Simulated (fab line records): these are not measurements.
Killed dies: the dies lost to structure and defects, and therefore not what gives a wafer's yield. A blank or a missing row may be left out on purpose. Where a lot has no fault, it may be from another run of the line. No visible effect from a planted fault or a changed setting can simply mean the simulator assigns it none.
fab line records	flow n5-finfet
record: lots: 8	wafers: 24	last-day: 17
route steps=1938 shown DUMMY_GATE@221 SD_EPI_N@275 SD_ACTIVATION@330 ILD0@338 SDB@359 BEOL_M4@1111
lots untouched by any fault: they come from a run of this same line in which no faults occurred
start-h: start of the lot's first displayed wafer, in hours after the record's first day	wait-h: hours elapsed since this lot's preceding step	" repeats the value in the row above	L1.1+2: several wafers, shown together as one row	- no value, or no start given	* or withheld: withheld	< > ~ a bound
route shown NAME@n: names a module that has steps shown in the file, with the first one's number in the route	usual: average and standard deviation across the fault-free wafers	same: alike in all rows	chamber/n: place in a boat	sites: the reading at each site	_std_site: their standard deviation	_edge_site: the outer-site mean with the inner-site mean subtracted	radius-mm: for every site, how far away it sits from the centre of the wafer	mask NAME#n: copy n	behind: the tool/chamber that last shaped the wafer	hold: reason for holding the lot/hours on hold/outcome of the hold	device: transistor that didn't switch, given as n, p or np	end of line: the route-end tests of the same wafers	a step given without rows: its recipe and nothing more	killed: dies that structure and defects cost at the first sort, which is not the same as the wafer's yield	map: a wafer's dies, marking killed ones x, the rest . and places with no die _
set.NAME: the run value of the setting; set.NAME@STEP: its run value at that earlier step	model.NAME: the simulator's own value behind a step, which no gauge read
one table for each step of the route and one row for each wafer, over a sample of lots
services: a tool's chamber out of use, with start hour (start-h, from the record's first day; less than 0 if before it), hours out, and reason
== steps ==
step: N5_DUMMY_GATE_PECVD_30
recipe: material: SiO2	target-thk-a: 550	temp-c: 400	precursor: TEOS/O2	pressure-torr: 6.5	rf-w: withheld	teos-flow-sccm: withheld	gas: O2	flow-sccm: 2650	time-s: 10.8
usual: chamber-pressure-Torr: 6.501/0.014
lot.wafer	tool	chamber	start-h	wait-h	chamber-pressure-Torr
L260.2	pecvd-01	2	59.82	0.0	6.502
L260.4	"	0	"	"	6.511
L260.5	"	1	"	"	6.511
L261.1	pecvd-04	1	63.90	0.0	6.514
L261.3	"	0	"	"	6.513
L261.5	"	1	"	"	6.484
L262.4	pecvd-01	0	73.43	0.1	6.494
L262.5	"	2	"	"	6.485
L262.6	"	1	"	"	6.486
L263.2	pecvd-04	2	75.25	0.0	6.505
L263.3	"	1	"	"	6.507
L263.6	"	0	"	"	6.491
L264.2	pecvd-04	0	83.48	0.0	6.509
L264.3	"	0	"	"	6.487
L264.5	"	2	"	"	6.491
L276.2	pecvd-03	2	153.22	0.0	6.492
L276.3	"	0	"	"	6.504
L276.6	"	0	"	"	6.483
L278.1	pecvd-01	0	169.80	0.0	6.501
L278.2	"	1	"	"	6.509
L278.6	"	2	"	"	6.528
L279.2	pecvd-01	0	174.49	0.0	6.488
L279.3	"	2	"	"	6.485
L279.5	"	2	"	"	6.479
step: N5_SD_EPI_N_ETCH_35
recipe: chemistry: N2/H2	target: SOC	overetch-a: 1080	mask-material: SiARC	temp-c: 40	ion-energy-ev: 100	source-w: 3000	bias-w: 133	pressure-mtorr: 20	time-s: 486	n2-flow-sccm: 200	h2-flow-sccm: 200
usual: drypump-motor-current-A: 5.8/0.48	oes-product-au: 0.69/0.056	rf-fwd-power-W: 2995/9.3	rf-vpp-V: 241.2/1.4	showerhead-plenum-p-Torr: 2.57/0.097	throttle-valve-pct: 23.7/0.31
lot.wafer	tool	chamber	start-h	wait-h	drypump-motor-current-A	oes-product-au	rf-fwd-power-W	rf-hours-counter-h	rf-vpp-V	showerhead-plenum-p-Torr	throttle-valve-pct
L260.2	rie-diel-03	3	63.36	0.0	6.3	0.73	2995	90	239.0	2.45	23.4
L260.4	"	1	"	"	5.7	0.75	2989	61	242.1	2.68	23.1
L260.5	"	0	"	"	6.3	0.60	2999	-	239.7	2.49	23.8
L261.1	rie-diel-03	2	66.86	0.0	6.6	0.67	2994	170	241.8	2.64	24.3
L261.3	"	1	"	"	5.7	0.76	2991	63	243.1	2.68	23.1
L261.5	"	3	"	"	6.3	0.73	2993	-	238.5	2.45	23.4
L262.4	rie-diel-05	0	76.13	0.0	5.2	0.67	2993	182	241.8	2.63	23.9
L262.5	"	3	"	"	5.4	0.68	2992	-	241.0	2.55	23.9
L262.6	"	2	"	"	6.3	0.67	2999	-	241.2	2.54	24.0
L263.2	rie-diel-03	3	77.98	0.0	6.3	0.72	2990	97	240.3	2.45	23.4
L263.3	"	1	"	"	5.7	0.74	3006	69	241.7	2.67	23.1
L263.6	"	1	"	"	5.7	0.74	3000	-	242.7	2.67	23.1
L264.2	rie-diel-03	2	88.36	0.0	6.6	0.66	3000	181	241.5	2.63	24.3
L264.3	"	3	"	"	6.3	0.72	2995	101	239.9	2.45	23.4
L264.5	"	1	"	"	5.7	0.74	2992	-	242.1	2.67	23.1
L276.2	rie-diel-05	0	156.04	0.0	5.2	0.64	3007	214	241.2	2.61	23.9
L276.3	"	1	"	"	6.1	0.63	2987	233	240.2	2.50	24.0
L276.6	"	0	"	"	5.2	0.64	3007	-	241.4	2.61	23.9
L278.1	rie-diel-03	3	172.52	0.0	6.3	0.70	2993	126	238.7	2.44	23.5
L278.2	"	1	"	"	5.7	0.71	3003	99	242.7	2.66	23.2
L278.6	"	0	"	"	6.3	0.81	2992	-	241.4	2.48	23.5
L279.2	rie-diel-01	1	177.45	0.0	6.1	0.64	3004	197	238.2	2.42	23.5
L279.3	"	2	"	"	5.4	0.73	2980	73	241.5	2.68	23.7
L279.5	"	1	"	"	6.1	0.64	3004	-	239.2	2.42	23.5
step: N5_SD_ACTIVATION_RTA_00
recipe: temp-c: 975	time-s: 0	ambient: N2	idle-temp-c: 600	ramp-up-c-per-s: 150	ramp-down-c-per-s: 60	cool-to-c: 600
usual: lamp-power-pct: 8.95/0.051	wafer_temp_C_max: 975.3/1.8
lot.wafer	tool	chamber	start-h	wait-h	lamp-power-pct	wafer_temp_C_max
L260.2	rtp-anneal-02	0	71.87	0.1	8.99	975.5
L260.4	"	0	"	"	8.98	973.6
L260.5	"	0	"	"	8.89	976.0
L261.1	rtp-anneal-02	0	75.06	0.1	9.00	977.0
L261.3	"	0	"	"	8.93	974.4
L261.5	"	0	"	"	8.92	971.7
L262.4	rtp-anneal-02	0	84.59	0.4	8.91	978.8
L262.5	"	0	"	"	8.95	976.3
L262.6	"	0	"	"	8.90	975.6
L263.2	rtp-anneal-01	0	86.55	0.1	8.89	974.3
L263.3	"	0	"	"	8.93	979.3
L263.6	"	0	"	"	8.94	972.8
L264.2	rtp-anneal-02	0	97.43	0.1	8.91	978.3
L264.3	"	0	"	"	8.97	976.7
L264.5	"	0	"	"	8.90	974.9
L276.2	rtp-anneal-01	0	164.58	0.1	8.86	977.2
L276.3	"	0	"	"	9.04	975.8
L276.6	"	0	"	"	8.95	978.3
L278.1	rtp-anneal-01	0	182.35	0.0	8.99	972.4
L278.2	"	0	"	"	8.98	975.3
L278.6	"	0	"	"	8.90	976.1
L279.2	rtp-anneal-01	0	187.08	0.1	9.03	975.1
L279.3	"	0	"	"	8.92	975.5
L279.5	"	0	"	"	8.98	975.1
step: N5_ILD0_CMP_03
recipe: stop-on: SiNx	t-overpolish-s: 1.9	post-cmp-clean: alkaline-brush	down-force-psi: 4.1491	platen-rpm: 51.796	pad-velocity-m-s: 1.0306	target-thk-nm: 197.38
usual: motor-current-A: 12.0/1.2	overpolish-run-s: 1.900/0.009	platen-rpm: 51.79/0.033	time-to-endpoint-s: 72/3.1
lot.wafer	tool	chamber	start-h	wait-h	motor-current-A	overpolish-run-s	platen-rpm	time-to-endpoint-s
L260.2	cmp-04	2	74.98	0.0	11.5	1.900	51.81	68
L260.4	"	0	"	"	10.6	1.909	51.81	69
L260.5	"	3	"	"	13.2	1.897	51.81	69
L261.1	cmp-02	2	79.04	0.5	10.0	1.895	51.77	72
L261.3	"	1	"	"	14.2	1.908	51.80	74
L261.5	"	2	"	"	10.5	1.908	51.80	72
L262.4	cmp-02	3	88.06	0.1	11.9	1.907	51.77	69
L262.5	"	2	"	"	10.5	1.906	51.77	71
L262.6	"	3	"	"	11.8	1.900	51.76	72
L263.3	cmp-02	0	89.95	0.0	12.5	1.905	51.82	76
L263.2	"	2	"	"	10.2	1.894	51.78	75
L263.6	"	1	"	"	13.9	1.903	51.76	77
L264.2	cmp-02	2	101.05	0.0	10.6	1.912	51.79	74
L264.3	"	3	"	"	12.2	1.906	51.79	71
L264.5	"	2	"	"	10.6	1.895	51.80	82
L276.2	cmp-01	2	167.75	0.0	13.6	1.917	51.76	73
L276.3	"	0	"	"	10.6	1.898	51.76	73
L276.6	"	3	"	"	10.1	1.893	51.82	72
L278.1	cmp-02	2	185.66	0.0	11.0	1.899	51.80	71
L278.2	"	3	"	"	11.5	1.903	51.79	72
L278.6	"	3	"	"	12.6	1.895	51.83	70
L279.3	cmp-02	3	190.62	0.1	11.8	1.917	51.80	67
L279.2	"	0	"	"	12.6	1.904	51.80	71
L279.5	"	1	"	"	15.0	1.881	51.84	73
step: N5_SDB_DESCUM_16
recipe: chemistry: O2	time-s: 7.9	source-power-w: 50	bias-power-w: 20	pressure-mtorr: 20	rf-frequency-hz: 2.712e+07	temp-c: 40	resist: CAR-ArF	o2-flow-sccm: 225
usual: drypump-motor-current-A: 5.8/0.48	oes-product-au: 0.78/0.076	rf-fwd-power-W: 49.45/0.23	rf-vpp-V: 243.6/1.5	showerhead-plenum-p-Torr: 2.12/0.079	throttle-valve-pct: 20.30/0.22
lot.wafer	tool	chamber	start-h	wait-h	drypump-motor-current-A	oes-product-au	rf-fwd-power-W	rf-hours-counter-h	rf-vpp-V	showerhead-plenum-p-Torr	throttle-valve-pct
L260.2	rie-diel-03	2	79.71	0.0	6.6	0.73	49.81	177	244.2	2.17	20.66
L260.4	"	1	"	"	5.6	0.83	49.49	-	244.9	2.21	20.03
L260.5	"	3	"	"	6.3	0.82	49.35	-	242.5	2.02	20.24
L261.1	rie-diel-01	1	83.84	0.1	6.1	0.74	49.10	160	242.0	2.00	20.21
L261.3	"	0	"	"	5.5	0.70	49.12	218	243.9	2.15	20.17
L261.5	"	0	"	"	5.5	0.71	49.28	-	242.7	2.15	20.18
L262.4	rie-diel-05	2	93.45	0.0	6.3	0.73	49.43	161	243.3	2.09	20.51
L262.5	"	1	"	"	6.1	0.72	49.66	-	243.5	2.07	20.43
L262.6	"	0	"	"	5.2	0.73	49.46	-	245.1	2.17	20.50
L263.2	rie-diel-01	0	94.60	0.1	5.5	0.71	49.41	222	244.0	2.15	20.20
L263.3	"	1	"	"	6.1	0.74	49.05	164	241.2	2.00	20.21
L263.6	"	3	"	"	5.1	0.86	49.59	-	246.4	2.22	20.02
L264.2	rie-diel-03	1	106.29	0.4	5.7	0.81	49.56	76	245.1	2.21	20.03
L264.3	"	3	"	"	6.3	0.80	49.51	105	241.6	2.02	20.26
L264.5	"	1	"	"	5.7	0.82	49.37	-	244.8	2.21	20.01
L276.2	rie-diel-05	0	172.05	0.0	5.2	0.70	49.19	218	244.6	2.16	20.55
L276.3	"	1	"	"	6.1	0.69	49.48	239	242.3	2.06	20.47
L276.6	"	1	"	"	6.1	0.71	49.83	-	242.7	2.05	20.48
L278.1	rie-diel-01	2	190.36	0.0	5.4	0.83	49.49	78	244.7	2.22	20.23
L278.2	"	1	"	"	6.1	0.72	49.31	201	240.4	1.99	20.27
L278.6	"	2	"	"	5.4	0.83	49.39	-	244.5	2.22	20.22
L279.2	rie-diel-01	1	195.30	0.4	6.1	0.71	49.01	203	241.7	1.99	20.27
L279.3	"	2	"	"	5.4	0.81	49.24	80	244.5	2.22	20.22
L279.5	"	0	"	"	5.5	0.96	49.26	-	244.8	2.14	19.79
step: N5_BEOL_M4_RC_MEAS_101
usual: DIBL_N: 36.3/1.4	DIBL_P: 35.7/1.5	IOFF_N: 0.155/0.022	IOFF_P: 0.204/0.027	ION_N: 671/9	ION_P: 459/6.2	SS_N: 71.5/0.54	SS_P: 73.1/0.56	VT_N: 250.2/2.6	VT_P: -251/3.3
lot.wafer	tool	chamber	start-h	wait-h	DIBL_N[mV/V]	DIBL_P[mV/V]	IOFF_N[nA/um]	IOFF_P[nA/um]	ION_N[uA/um]	ION_P[uA/um]	SS_N[mV/dec]	SS_P[mV/dec]	VT_N[mV]	VT_P[mV]
L260.2	prober-01	0	186.80	0.2	35.3	35.6	0.162	0.216	677	466	71.7	73.3	247.9	-248
L260.4	"	0	"	"	35.4	35.4	0.156	0.221	663	462	71.7	73.4	249.2	-249
L260.5	"	0	"	"	34.2	33.7	0.144	0.187	671	457	70.8	72.3	250.9	-251
L261.1	prober-02	0	189.13	0.0	35.0	34.9	0.137	0.171	663	453	70.7	72.3	250.8	-255
L261.3	"	0	"	"	36.4	36.8	0.176	0.195	682	464	71.5	73.4	245.6	-254
L261.5	"	0	"	"	38.2	38.8	0.212	0.222	686	456	71.1	73.6	243.2	-252
L262.4	prober-02	0	191.64	0.5	36.2	35.2	0.150	0.229	666	468	71.1	73.1	252.7	-247
L262.5	"	0	"	"	34.4	33.4	0.129	0.214	670	471	70.6	72.0	251.9	-250
L262.6	"	0	"	"	36.4	34.8	0.161	0.235	667	461	70.9	73.4	248.3	-247
L263.2	prober-01	0	192.17	0.6	37.8	37.2	0.193	0.243	674	465	71.1	74.0	246.9	-246
L263.3	"	0	"	"	35.7	35.6	0.148	0.210	670	464	70.6	73.3	250.1	-248
L263.6	"	0	"	"	36.8	37.0	0.185	0.239	691	470	71.4	73.5	247.2	-246
L264.2	prober-01	0	209.97	0.2	39.1	38.6	0.197	0.257	682	466	72.3	73.6	247.3	-245
L264.3	"	0	"	"	38.6	37.1	0.182	0.242	665	454	71.6	74.0	248.6	-246
L264.5	"	0	"	"	38.9	37.1	0.195	0.238	678	458	73.4	73.4	250.4	-249
L276.2	prober-01	0	274.48	0.2	34.1	33.5	0.119	0.174	666	457	71.0	72.7	253.2	-252
L276.3	"	0	"	"	35.0	34.6	0.131	0.185	664	457	71.2	72.9	252.5	-251
L276.6	"	0	"	"	35.4	34.6	0.138	0.192	677	462	71.6	73.0	250.7	-251
L278.1	prober-01	0	293.64	0.0	36.0	35.2	0.143	0.185	674	459	71.3	72.9	252.5	-254
L278.2	"	0	"	"	34.7	33.2	0.120	0.159	655	450	72.0	72.7	253.5	-254
L278.6	"	0	"	"	37.8	37.7	0.188	0.224	682	464	71.5	73.9	245.5	-251
L279.2	prober-02	0	294.24	0.2	37.1	36.6	0.183	0.232	679	465	71.5	72.9	246.5	-248
L279.3	"	0	"	"	36.2	35.7	0.157	0.210	667	458	71.2	72.2	250.3	-249
L279.5	"	0	"	"	37.1	37.5	0.176	0.248	677	468	71.0	73.3	246.7	-245
== services ==
tool	chamber	start-h	hours	kind
rie-diel-03	-	46.60	2.1	repair
cmp-02	-	49.36	4.0	pm
pecvd-01	-	52.10	0.9	repair
cmp-01	-	63.85	7.4	pm
cmp-02	-	66.82	0.3	repair
cmp-04	-	68.05	0.7	repair
cmp-01	-	73.34	6.6	repair
pecvd-03	2	73.52	21.2	repair
cmp-04	-	77.74	4.0	repair
pecvd-04	1	79.71	6.9	repair
cmp-02	-	93.69	1.8	repair
rie-diel-03	-	94.92	10.0	pm
cmp-01	-	95.28	3.5	repair
cmp-02	-	107.47	5.4	pm
cmp-01	-	108.73	12.0	pm
rie-diel-03	3	109.32	3.6	repair
cmp-04	-	112.04	4.0	pm
pecvd-03	-	114.44	4.8	repair
pecvd-03	-	123.28	1.4	repair
cmp-01	-	127.49	4.0	repair
rie-diel-03	2	134.14	4.8	repair
pecvd-04	-	143.93	0.3	repair
cmp-02	-	143.95	4.6	pm
pecvd-04	2	148.56	7.2	repair
== key ==
first-sign: step: N5_ILD0_CMP_03	reading: time-to-endpoint-s	direction: up	sigmas: 3.2	usual: *	struck: *
effect none on later readings
met-at N5_DUMMY_GATE_PECVD_30
struck-lots L264
struck-wafers L264.5
not-acting-at N5_SD_EPI_N_ETCH_35,N5_SD_ACTIVATION_RTA_00,N5_SDB_DESCUM_16
onset-between 75.25 83.48
fault: kind: process-parameter-drift	tool: pecvd-04	chamber: -	onset-h: 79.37	steps: N5_DUMMY_GATE_PECVD_30	channel: time-s	offset: *	shape: step	end-h: 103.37	scope: struck-wafers-only	acts-in: *	stated: *
